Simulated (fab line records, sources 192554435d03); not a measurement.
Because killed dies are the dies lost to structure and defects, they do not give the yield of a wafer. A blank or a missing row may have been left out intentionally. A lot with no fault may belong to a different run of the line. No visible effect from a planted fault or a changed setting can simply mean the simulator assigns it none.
fab line records + flow n5Finfet
record:
- lots: 5
- wafers: 15
- lastDay: 14
route steps=1938 shown MOL_CONTACT_COAG@605 BEOL_M4@1111 PASSIVATION@1936
lots that met no fault: from a run of the same line without faults
startH: start of the lot's first displayed wafer, in hours after the record's first day + waitH: time in hours since the lot's previous step + " unchanged from the row above + L1.1+2: several wafers, shown together as one row + - no value, or no start given + * or withheld: withheld + < > ~ a bound
route shown NAME@n: NAME is a module with steps in the file, n the number in the route of the first one + usual: average and standard deviation across the fault-free wafers + same: alike in all rows + chamber/n: place in a boat + sites: the reading at each site + _std_site: standard deviation of those values + _edge_site: outer sites' mean less inner sites' + radiusMm: how far each site lies from the wafer's centre + mask NAME#n: copy n + behind: tool/chamber where the wafer was last shaped + hold: cause of the lot's hold/its duration in hours/its outcome + device: whichever transistor did not switch (one of n, p or np) + end of line: at the end of the route, the tests of the same wafers + where a step has no rows: the recipe by itself + killed: dies that structure and defects cost at the first sort, which is not the same as the wafer's yield + map: a wafer's dies, marking killed ones x, the rest . and places with no die _
set.NAME: the run value of the setting; set.NAME@STEP: its run value at that earlier step + model.NAME: the simulator's own value behind a step, which no gauge read
lots at selected steps of the route; one table per step, one row per wafer
services: from which hour (startH, from the record's first day; less than 0 if before it) a tool's chamber was out of use, for how many hours, and why
== steps ==
step: N5_MOL_CONTACT_COAG_DESCUM_45
recipe:
- chemistry: O2
- timeS: 7
- sourcePowerW: 50
- biasPowerW: 20
- pressureMtorr: 20
- rfFrequencyHz: 2.712e+07
- tempC: 40
- resist: CAR-EUV
- o2FlowSccm: 225
step: N5_MOL_CONTACT_COAG_ETCH_65
recipe:
- chemistry: N2/H2
- target: underlayer
- targetDepthA: 130
- maskMaterial: CAR-EUV
- timeS: 10.4
- ionEnergyEv: 200
- pressureMtorr: 30
- sourceW: 840
- biasW: 150
- n2FlowSccm: 200
- h2FlowSccm: 200
- ends: cleared
step: N5_MOL_CONTACT_COAG_ETCH_66
recipe:
- chemistry: CF4
- target: SiARC
- targetDepthA: 130
- maskMaterial: CAR-EUV
- timeS: 21.7
- ionEnergyEv: 80
- pressureMtorr: 40
- sourceW: 545
- biasW: 36
- Ar_flow_sccm: 100
- cf4FlowSccm: 100
- ends: cleared
step: N5_MOL_CONTACT_COAG_ALD_133
recipe:
- material: SiO2
- targetThkA: 50
- tempC: 100
- aldPrecursorFamily: BDEAS
- aldCoReactant: O2-plasma
- pulseTimeS: 1
- coReactantPulseTimeS: 1
- purgeTimeS: 2
- coReactantPurgeTimeS: 2
- aldCycles: 35
- pressureTorr: 2
step: N5_MOL_CONTACT_COAG_ETCHBACK_134
recipe:
- chemistry: CHF3
- target: SiO2
- targetDepthA: 100
- timeS: 6.7
- ionEnergyEv: 200
- pressureMtorr: 30
- sourceW: 610
- biasW: 170
- Ar_flow_sccm: 200
- CHF3_flow_sccm: 50
step: N5_MOL_CONTACT_COAG_ETCH_67
recipe:
- chemistry: N2/H2
- target: SOC
- targetDepthA: 600
- overetchA: 210
- maskMaterial: SiARC
- tempC: 40
- timeS: 101.2
- ionEnergyEv: 200
- pressureMtorr: 30
- sourceW: 840
- biasW: 150
- n2FlowSccm: 200
- h2FlowSccm: 200
step: N5_MOL_CONTACT_COAG_STRIP_68
recipe:
- chemistry: N2/H2
- tempC: 40
- n2FlowSccm: 200
- h2FlowSccm: 200
- rfFrequencyHz: 6e+07
step: N5_MOL_CONTACT_COAG_STRIP_69
recipe:
- chemistry: N2/H2
- tempC: 40
- n2FlowSccm: 200
- h2FlowSccm: 200
- rfFrequencyHz: 6e+07
step: N5_MOL_CONTACT_COAG_ETCHBACK_136
recipe:
- chemistry: CHF3
- target: SiO2
- targetDepthA: 250
- timeS: 16.7
- ionEnergyEv: 200
- pressureMtorr: 30
- sourceW: 610
- biasW: 170
- Ar_flow_sccm: 200
- CHF3_flow_sccm: 50
step: N5_MOL_CONTACT_COAG_STRIP_120
recipe:
- chemistry: CHF3
- resist: SiARC
- rfFrequencyHz: 6e+07
step: N5_MOL_CONTACT_COAG_VIA_ETCH_117
recipe:
- chemistry: C4F6/O2
- targetDepthA: 400
- overetchA: 80
- maskMaterial: SOC
- target: SiO2
- biasW: 455
- pressureMtorr: 10
- timeS: 26
- sourceW: 325
- Ar_flow_sccm: 300
- C4F6_flow_sccm: 10
- O2_flow_sccm: 10
- ionEnergyEv: 575.3
- ends: endPoint
step: N5_MOL_CONTACT_COAG_ETCH_124
recipe:
- chemistry: CH3F/O2
- target: SiNx
- targetDepthA: 65
- maskMaterial: SOC
- stopOn: SiOC
- overEtchFrac: 0.3
- ionEnergyEv: 120
- pressureMtorr: 30
- sourceW: 395
- biasW: 73
- Ar_flow_sccm: 150
- CH3F_flow_sccm: 30
- O2_flow_sccm: 20
- ends: endPoint
step: N5_MOL_CONTACT_COAG_ETCH_48
recipe:
- chemistry: C4F6/O2
- targetDepthA: 150
- overetchA: 45
- maskMaterial: SOC
- target: SiOC
- biasW: 465
- pressureMtorr: 10
- timeS: 17
- sourceW: 335
- Ar_flow_sccm: 300
- C4F6_flow_sccm: 10
- O2_flow_sccm: 10
- ionEnergyEv: 576
usual:
- C4F6_flow_sccm: 10.00/0.034
- O2_flow_sccm: 9.998/0.028
- drypumpMotorCurrentA: 5.6/0.55
- oesProductAu: 0.69/0.076
- rfVppV: 1584/15
- showerheadPlenumPTorr: 2.85/0.081
- throttleValvePct: 40.54/0.21
| lot.wafer | tool       | chamber | startH | waitH | C4F6_flow_sccm | O2_flow_sccm | drypumpMotorCurrentA | oesProductAu | rfHoursCounterH | rfVppV | showerheadPlenumPTorr | throttleValvePct | model.SOC_of_MOL_CONTACT_COAG_COAT_62.thkNm |
|-----------|------------|---------|--------|-------|----------------|--------------|----------------------|--------------|-----------------|--------|-----------------------|------------------|---------------------------------------------|
| L410.2    | rieDiel-04 | 2       | 134.11 | 0.0   | 10.04          | 9.982        | 5.1                  | 0.75         | 27              | 1588   | 2.90                  | 40.57            | 45.4                                        |
| L410.3    | "          | 1       | "      | "     | 10.01          | 10.046       | 5.5                  | 0.62         | 184             | 1574   | 2.81                  | 40.80            | 45.6                                        |
| L410.4    | "          | 3       | "      | "     | 10.01          | 10.020       | 5.5                  | 0.68         | 97              | 1606   | 2.87                  | 40.70            | 45.4                                        |
| L412.1    | rieDiel-04 | 2       | 140.64 | 0.0   | -              | -            | -                    | -            | -               | -      | -                     | -                | 48.2                                        |
| L412.2    | "          | 1       | "      | "     | -              | -            | -                    | -            | -               | -      | -                     | -                | 48.6                                        |
| L412.3    | "          | 3       | "      | "     | -              | -            | -                    | -            | -               | -      | -                     | -                | 48.4                                        |
| L413.1    | rieDiel-06 | 3       | 150.16 | 0.0   | -              | -            | -                    | -            | -               | -      | -                     | -                | 48.8                                        |
| L413.4    | "          | 0       | "      | "     | -              | -            | -                    | -            | -               | -      | -                     | -                | 48.6                                        |
| L413.5    | "          | 3       | "      | "     | -              | -            | -                    | -            | -               | -      | -                     | -                | 49                                          |
| L414.3    | rieDiel-04 | 0       | 158.75 | 0.0   | -              | -            | -                    | -            | -               | -      | -                     | -                | 48.6                                        |
| L414.5    | "          | 1       | "      | "     | -              | -            | -                    | -            | -               | -      | -                     | -                | 49                                          |
| L414.6    | "          | 2       | "      | "     | -              | -            | -                    | -            | -               | -      | -                     | -                | 48.4                                        |
| L415.4    | rieDiel-02 | 2       | 162.05 | 0.0   | 9.96           | 10.033       | 4.9                  | 0.68         | 98              | 1576   | 2.85                  | 40.70            | 46.2                                        |
| L415.5    | "          | 3       | "      | "     | 9.97           | 10.000       | 5.9                  | 0.80         | -               | 1607   | 3.00                  | 40.26            | 45.8                                        |
| L415.6    | "          | 0       | "      | "     | 10.04          | 10.021       | 5.0                  | 0.57         | -               | 1565   | 2.69                  | 40.90            | 46.2                                        |
step: N5_MOL_CONTACT_COAG_STRIP_72
recipe:
- chemistry: N2/H2
- powerW: 450
- tempC: 40
- pressureMtorr: 20
- rfFrequencyHz: 6e+07
- overashFraction: 3
- biasPowerW: 7
- h2Frac: 0.5
- n2FlowSccm: 200
- h2FlowSccm: 200
step: N5_BEOL_M4_RC_MEAS_101
usual:
- DIBL_N: 36.4/1.4
- DIBL_P: 36.3/1.5
- IOFF_N: 0.162/0.023
- IOFF_P: 0.211/0.027
- ION_N: 676/9.7
- ION_P: 463/6.4
- SS_N: 71.5/0.5
- SS_P: 73.3/0.6
- VT_N: 249.3/2.5
- VT_P: -249.9/2.8
| lot.wafer | tool      | chamber | startH | waitH | DIBL_N[mV/V] | DIBL_P[mV/V] | IOFF_N[nA/um] | IOFF_P[nA/um] | ION_N[uA/um] | ION_P[uA/um] | SS_N[mV/dec] | SS_P[mV/dec] | VT_N[mV] | VT_P[mV] |
|-----------|-----------|---------|--------|-------|--------------|--------------|---------------|---------------|--------------|--------------|--------------|--------------|----------|----------|
| L410.2    | prober-01 | 0       | 195.64 | 0.2   | 35.3         | 34.5         | 0.150         | 0.192         | 683          | 458          | 71.1         | 73.3         | 247.1    | -249.1   |
| L410.3    | "         | 0       | "      | "     | 38.0         | 38.7         | 0.206         | 0.244         | 685          | 468          | 72.2         | 73.7         | 244.9    | -248.3   |
| L410.4    | "         | 0       | "      | "     | 35.6         | 34.6         | 0.150         | 0.185         | 677          | 462          | 71.2         | 73.4         | 248.4    | -250.1   |
| L415.4    | prober-02 | 0       | 233.98 | 0.5   | 34.1         | 34.7         | 0.121         | 0.158         | 662          | 456          | 70.8         | 72.7         | 254.8    | -255.1   |
| L415.5    | "         | 0       | "      | "     | 35.9         | 37.0         | 0.144         | 0.186         | 664          | 454          | 70.7         | 73.1         | 253.9    | -253.4   |
| L415.6    | "         | 0       | "      | "     | 34.7         | 35.9         | 0.136         | 0.174         | 655          | 450          | 71.1         | 73.4         | 251.2    | -251.5   |
step: N5_PASSIVATION_PROBE_49
usual:
- killed_at_M0_to_M3: 33/8.9
- killed_at_M4_up: 15/5.4
- killedAtContacts: 13/5.8
- killedAtFrontEnd: 39/9.9
- killedAtOther: 3.2/2.9
- killedDies: 102/15
- killedOnRim: 13/3.7
- killedOpen: 68/12
- killedShort: 34/7.6
same:
- grossDies: 1180
- killedAtBackSide: 0
| lot.wafer | tool      | chamber | startH | waitH | killed_at_M0_to_M3 | killed_at_M4_up | killedAtContacts | killedAtFrontEnd | killedAtOther | killedDies | killedOnRim | killedOpen | killedShort |
|-----------|-----------|---------|--------|-------|--------------------|-----------------|------------------|------------------|---------------|------------|-------------|------------|-------------|
| L410.2    | prober-02 | -       | 301.09 | 0.1   | 37                 | 25              | 8                | 38               | 6             | 114        | 17          | 66         | 48          |
| L410.3    | prober-02 | -       | 301.14 | 0.1   | 36                 | 28              | 8                | 36               | 1             | 109        | 14          | 84         | 25          |
| L410.4    | prober-02 | -       | 301.19 | 0.2   | 43                 | 21              | 0                | 39               | 4             | 107        | 13          | 80         | 27          |
| L412.1    | prober-01 | -       | 317.92 | 0.0   | 41                 | 13              | 1071             | 48               | 7             | 1180       | 152         | 75         | 40          |
| L412.2    | prober-01 | -       | 317.97 | 0.1   | 43                 | 12              | 1085             | 30               | 10            | 1180       | 152         | 62         | 40          |
| L412.3    | prober-01 | -       | 318.02 | 0.1   | 31                 | 21              | 1071             | 50               | 7             | 1180       | 152         | 75         | 41          |
| L413.1    | prober-01 | -       | 324.70 | 0.0   | 50                 | 21              | 1080             | 29               | 0             | 1180       | 152         | 81         | 32          |
| L413.4    | prober-01 | -       | 324.85 | 0.2   | 38                 | 25              | 1091             | 24               | 2             | 1180       | 152         | 77         | 22          |
| L413.5    | prober-01 | -       | 324.90 | 0.2   | 28                 | 16              | 1110             | 24               | 2             | 1180       | 152         | 52         | 29          |
| L414.3    | prober-01 | -       | 331.66 | 0.1   | 24                 | 17              | 1086             | 50               | 3             | 1180       | 152         | 52         | 50          |
| L414.5    | prober-01 | -       | 331.76 | 0.2   | 36                 | 13              | 1080             | 49               | 2             | 1180       | 152         | 78         | 36          |
| L414.6    | prober-01 | -       | 331.81 | 0.3   | 30                 | 25              | 1067             | 58               | 0             | 1180       | 152         | 87         | 40          |
| L415.4    | prober-01 | -       | 335.24 | 0.2   | 27                 | 16              | 9                | 45               | 5             | 102        | 15          | 58         | 44          |
| L415.5    | prober-01 | -       | 335.29 | 0.2   | 28                 | 9               | 8                | 43               | 3             | 91         | 14          | 59         | 32          |
| L415.6    | prober-01 | -       | 335.34 | 0.3   | 26                 | 17              | 8                | 45               | 13            | 109        | 18          | 73         | 34          |
killed by level:class
L410.2 BEOL_M0_SAQP:geometricParticle:short=14 FIN_SAQP:geometricParticle:open=10 BEOL_M0_SAQP:geometricParticle:open=9 BEOL_M4:geometricParticle:open=8 MOL_CONTACT_COAG:geometricParticle:open=7 BEOL_M4:geometricParticle:short=7 FIN_SAQP:geometricParticle:short=5 BEOL_M2:geometricParticle:short=4
L410.3 BEOL_M4:geometricParticle:open=21 FIN_SAQP:geometricParticle:open=12 BEOL_M1:geometricParticle:open=11 BEOL_M2:geometricParticle:open=10 FIN_SAQP:geometricParticle:short=6 BEOL_M3:geometricParticle:open=6 MOL_CONTACT_COAG:geometricParticle:open=5 BEOL_M0_SAQP:geometricParticle:short=4
L410.4 FIN_SAQP:geometricParticle:open=15 BEOL_M3:geometricParticle:open=13 BEOL_M4:geometricParticle:open=12 BEOL_M0_SAQP:geometricParticle:short=9 BEOL_M0_SAQP:geometricParticle:open=7 BEOL_M2:geometricParticle:open=7 FIN_SAQP:geometricParticle:short=6 DUMMY_GATE:geometricParticle:open=6
L412.1 MOL_CONTACT_COAG:areaEtch=1065 STI_FIN_REVEAL:geometricParticle:open=15 BEOL_M0_SAQP:geometricParticle:open=13 BEOL_M0_SAQP:geometricParticle:short=12 FIN_SAQP:geometricParticle:open=10 BEOL_M1:geometricParticle:open=7 ILD0:geometricParticle:short=6 BEOL_M4:geometricParticle:open=6
L412.2 MOL_CONTACT_COAG:areaEtch=1078 BEOL_M0_SAQP:geometricParticle:open=9 BEOL_M1:geometricParticle:open=9 STI_FIN_REVEAL:geometricParticle:open=8 BEOL_M0_SAQP:geometricParticle:short=7 BEOL_M2:geometricParticle:open=6 PAD_METAL:geometricParticle:open=6 MOL_CONTACT_COAG:geometricParticle:open=5
L412.3 MOL_CONTACT_COAG:areaEtch=1064 BEOL_M4:geometricParticle:open=12 STI_FIN_REVEAL:geometricParticle:open=11 BEOL_M1:geometricParticle:open=10 FIN_SAQP:geometricParticle:open=9 BEOL_M0_SAQP:geometricParticle:short=7 BEOL_M0_SAQP:geometricParticle:open=7 FIN_SAQP:geometricParticle:short=6
L413.1 MOL_CONTACT_COAG:areaEtch=1066 BEOL_M0_SAQP:geometricParticle:open=17 MOL_CONTACT_COAG:geometricParticle:open=14 STI_FIN_REVEAL:geometricParticle:open=11 BEOL_M3:geometricParticle:open=11 BEOL_M0_SAQP:geometricParticle:short=9 BEOL_M4:geometricParticle:open=7 BEOL_M1:geometricParticle:open=5
L413.4 MOL_CONTACT_COAG:areaEtch=1080 MOL_CONTACT_COAG:geometricParticle:open=10 BEOL_M4:geometricParticle:open=10 BEOL_M0_SAQP:geometricParticle:short=8 BEOL_M0_SAQP:geometricParticle:open=8 BEOL_M2:geometricParticle:open=8 BEOL_M0:geometricParticle:open=5 STARTING-WAFER:geometricParticle:open=5
L413.5 MOL_CONTACT_COAG:areaEtch=1099 BEOL_M1:geometricParticle:open=10 MOL_CONTACT_COAG:geometricParticle:open=8 DUMMY_GATE:geometricParticle:open=7 STI_FIN_REVEAL:geometricParticle:open=5 BEOL_M4:geometricParticle:short=5 BEOL_M0_SAQP:geometricParticle:short=4 BEOL_M2:geometricParticle:open=4
L414.3 MOL_CONTACT_COAG:areaEtch=1077 GATE_CUT:geometricParticle:short=12 FIN_SAQP:geometricParticle:short=10 FIN_SAQP:geometricParticle:open=7 STI_FIN_REVEAL:geometricParticle:open=6 BEOL_M0_SAQP:geometricParticle:open=6 BEOL_M5:geometricParticle:open=6 MOL_CONTACT_COAG:geometricParticle:short=5
L414.5 MOL_CONTACT_COAG:areaEtch=1066 STI_FIN_REVEAL:geometricParticle:open=16 MOL_CONTACT_COAG:geometricParticle:open=10 BEOL_M3:geometricParticle:open=9 FIN_SAQP:geometricParticle:open=7 STI_FIN_REVEAL:geometricParticle:short=7 FIN_SAQP:geometricParticle:short=6 BEOL_M4:geometricParticle:open=6
L414.6 MOL_CONTACT_COAG:areaEtch=1053 STI_FIN_REVEAL:geometricParticle:open=14 BEOL_M4:geometricParticle:open=13 FIN_SAQP:geometricParticle:short=11 MOL_CONTACT_COAG:geometricParticle:open=10 DUMMY_GATE:geometricParticle:open=8 BEOL_M3:geometricParticle:open=5 BEOL_M1:geometricParticle:short=5
L415.4 FIN_SAQP:geometricParticle:open=10 STI_FIN_REVEAL:geometricParticle:open=9 FIN_SAQP:geometricParticle:short=8 MOL_CONTACT_COAG:geometricParticle:open=8 BEOL_M4:geometricParticle:open=8 BEOL_M0_SAQP:geometricParticle:short=7 BEOL_M0_SAQP:geometricParticle:open=5 BEOL_M2:geometricParticle:short=4
L415.5 FIN_SAQP:geometricParticle:open=11 STI_FIN_REVEAL:geometricParticle:open=11 MOL_CONTACT_COAG:geometricParticle:open=7 BEOL_M0_SAQP:geometricParticle:open=7 BEOL_M0_SAQP:geometricParticle:short=6 STI_FIN_REVEAL:geometricParticle:short=5 BEOL_M2:geometricParticle:open=4 FIN_SAQP:geometricParticle:short=3
L415.6 STI_FIN_REVEAL:geometricParticle:open=17 BEOL_M4:geometricParticle:open=11 MOL_CONTACT_COAG:geometricParticle:open=7 FIN_SAQP:geometricParticle:open=6 BEOL_M1:geometricParticle:open=6 FIN_SAQP:geometricParticle:short=4 STI_FIN_REVEAL:geometricParticle:short=4 BEOL_M0_SAQP:geometricParticle:short=4
map L412.1 (x killed, . not)
_________________xxxxxxxxxxxx________________
______________xxxxxxxxxxxxxxxxxx_____________
___________xxxxxxxxxxxxxxxxxxxxxxxx__________
__________xxxxxxxxxxxxxxxxxxxxxxxxxx_________
________xxxxxxxxxxxxxxxxxxxxxxxxxxxxxx_______
_______xxxxxxxxxxxxxxxxxxxxxxxxxxxxxxxx______
______xxxxxxxxxxxxxxxxxxxxxxxxxxxxxxxxxx_____
_____xxxxxxxxxxxxxxxxxxxxxxxxxxxxxxxxxxxx____
____xxxxxxxxxxxxxxxxxxxxxxxxxxxxxxxxxxxxxx___
___xxxxxxxxxxxxxxxxxxxxxxxxxxxxxxxxxxxxxxxx__
___xxxxxxxxxxxxxxxxxxxxxxxxxxxxxxxxxxxxxxxx__
__xxxxxxxxxxxxxxxxxxxxxxxxxxxxxxxxxxxxxxxxxx_
__xxxxxxxxxxxxxxxxxxxxxxxxxxxxxxxxxxxxxxxxxx_
_xxxxxxxxxxxxxxxxxxxxxxxxxxxxxxxxxxxxxxxxxxxx
_xxxxxxxxxxxxxxxxxxxxxxxxxxxxxxxxxxxxxxxxxxxx
_xxxxxxxxxxxxxxxxxxxxxxxxxxxxxxxxxxxxxxxxxxxx
_xxxxxxxxxxxxxxxxxxxxxxxxxxxxxxxxxxxxxxxxxxxx
_xxxxxxxxxxxxxxxxxxxxxxxxxxxxxxxxxxxxxxxxxxxx
_xxxxxxxxxxxxxxxxxxxxxxxxxxxxxxxxxxxxxxxxxxxx
_xxxxxxxxxxxxxxxxxxxxxxxxxxxxxxxxxxxxxxxxxxxx
_xxxxxxxxxxxxxxxxxxxxxxxxxxxxxxxxxxxxxxxxxxxx
__xxxxxxxxxxxxxxxxxxxxxxxxxxxxxxxxxxxxxxxxxx_
__xxxxxxxxxxxxxxxxxxxxxxxxxxxxxxxxxxxxxxxxxx_
___xxxxxxxxxxxxxxxxxxxxxxxxxxxxxxxxxxxxxxxx__
___xxxxxxxxxxxxxxxxxxxxxxxxxxxxxxxxxxxxxxxx__
____xxxxxxxxxxxxxxxxxxxxxxxxxxxxxxxxxxxxxx___
_____xxxxxxxxxxxxxxxxxxxxxxxxxxxxxxxxxxxx____
______xxxxxxxxxxxxxxxxxxxxxxxxxxxxxxxxxx_____
_______xxxxxxxxxxxxxxxxxxxxxxxxxxxxxxxx______
________xxxxxxxxxxxxxxxxxxxxxxxxxxxxxx_______
__________xxxxxxxxxxxxxxxxxxxxxxxxxx_________
___________xxxxxxxxxxxxxxxxxxxxxxxx__________
______________xxxxxxxxxxxxxxxxxx_____________
_________________xxxxxxxxxxxx________________
map L413.1 (x killed, . not)
_________________xxxxxxxxxxxx________________
______________xxxxxxxxxxxxxxxxxx_____________
___________xxxxxxxxxxxxxxxxxxxxxxxx__________
__________xxxxxxxxxxxxxxxxxxxxxxxxxx_________
________xxxxxxxxxxxxxxxxxxxxxxxxxxxxxx_______
_______xxxxxxxxxxxxxxxxxxxxxxxxxxxxxxxx______
______xxxxxxxxxxxxxxxxxxxxxxxxxxxxxxxxxx_____
_____xxxxxxxxxxxxxxxxxxxxxxxxxxxxxxxxxxxx____
____xxxxxxxxxxxxxxxxxxxxxxxxxxxxxxxxxxxxxx___
___xxxxxxxxxxxxxxxxxxxxxxxxxxxxxxxxxxxxxxxx__
___xxxxxxxxxxxxxxxxxxxxxxxxxxxxxxxxxxxxxxxx__
__xxxxxxxxxxxxxxxxxxxxxxxxxxxxxxxxxxxxxxxxxx_
__xxxxxxxxxxxxxxxxxxxxxxxxxxxxxxxxxxxxxxxxxx_
_xxxxxxxxxxxxxxxxxxxxxxxxxxxxxxxxxxxxxxxxxxxx
_xxxxxxxxxxxxxxxxxxxxxxxxxxxxxxxxxxxxxxxxxxxx
_xxxxxxxxxxxxxxxxxxxxxxxxxxxxxxxxxxxxxxxxxxxx
_xxxxxxxxxxxxxxxxxxxxxxxxxxxxxxxxxxxxxxxxxxxx
_xxxxxxxxxxxxxxxxxxxxxxxxxxxxxxxxxxxxxxxxxxxx
_xxxxxxxxxxxxxxxxxxxxxxxxxxxxxxxxxxxxxxxxxxxx
_xxxxxxxxxxxxxxxxxxxxxxxxxxxxxxxxxxxxxxxxxxxx
_xxxxxxxxxxxxxxxxxxxxxxxxxxxxxxxxxxxxxxxxxxxx
__xxxxxxxxxxxxxxxxxxxxxxxxxxxxxxxxxxxxxxxxxx_
__xxxxxxxxxxxxxxxxxxxxxxxxxxxxxxxxxxxxxxxxxx_
___xxxxxxxxxxxxxxxxxxxxxxxxxxxxxxxxxxxxxxxx__
___xxxxxxxxxxxxxxxxxxxxxxxxxxxxxxxxxxxxxxxx__
____xxxxxxxxxxxxxxxxxxxxxxxxxxxxxxxxxxxxxx___
_____xxxxxxxxxxxxxxxxxxxxxxxxxxxxxxxxxxxx____
______xxxxxxxxxxxxxxxxxxxxxxxxxxxxxxxxxx_____
_______xxxxxxxxxxxxxxxxxxxxxxxxxxxxxxxx______
________xxxxxxxxxxxxxxxxxxxxxxxxxxxxxx_______
__________xxxxxxxxxxxxxxxxxxxxxxxxxx_________
___________xxxxxxxxxxxxxxxxxxxxxxxx__________
______________xxxxxxxxxxxxxxxxxx_____________
_________________xxxxxxxxxxxx________________
== services ==
| tool       | chamber | startH | hours | kind   |
|------------|---------|--------|-------|--------|
| rieDiel-06 | -       | 153.59 | 1.2   | repair |
== key ==
firstSign:
- step: N5_MOL_CONTACT_COAG_ETCH_48
- reading: toolRecord
- direction: missing
effect:
- step: N5_PASSIVATION_PROBE_49
- reading: killedAtContacts
- direction: up
- sigmas: 99+
- usual: 13
- struck: 1082
modelEffect:
- step: N5_MOL_CONTACT_COAG_ETCH_48
- value: SOC_of_MOL_CONTACT_COAG_COAT_62.thkNm
- without: 45.91
- struck: 48.62
moreKillsBornAt:
- N5_MOL_CONTACT_COAG_ETCH_48@rieDiel-04: 6403
- N5_MOL_CONTACT_COAG_ETCH_48@rieDiel-06: 3245
metAt N5_MOL_CONTACT_COAG_ETCH_48
struckWafers L412.1,L412.2,L412.3,L413.1,L413.4,L413.5,L414.3,L414.5,L414.6
laterRowsLeftOut L412.1,L412.2,L412.3,L413.1,L413.4,L413.5,L414.3,L414.5,L414.6
testerLeftOut L412,L413,L414
onsetBetween 134.11 140.64
fault:
- kind: skippedStepWhole
- tool: rieDiel-04,rieDiel-06
- chamber: -
- onsetH: 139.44
- steps: N5_MOL_CONTACT_COAG_ETCH_48
- scope: struckLotsOnly
testerLeftOut: of these lots the tester's yield and bins aren't shown, on N5 and GAA mostly nor the transistor test; their killed dies are dies lost to structure and defects alone, not to doping, threshold or leakage, so they don't give the yield
laterRowsLeftOut: the simulator's readings of these wafers behind a module that went badly wrong aren't trusted and aren't shown, but for the sort
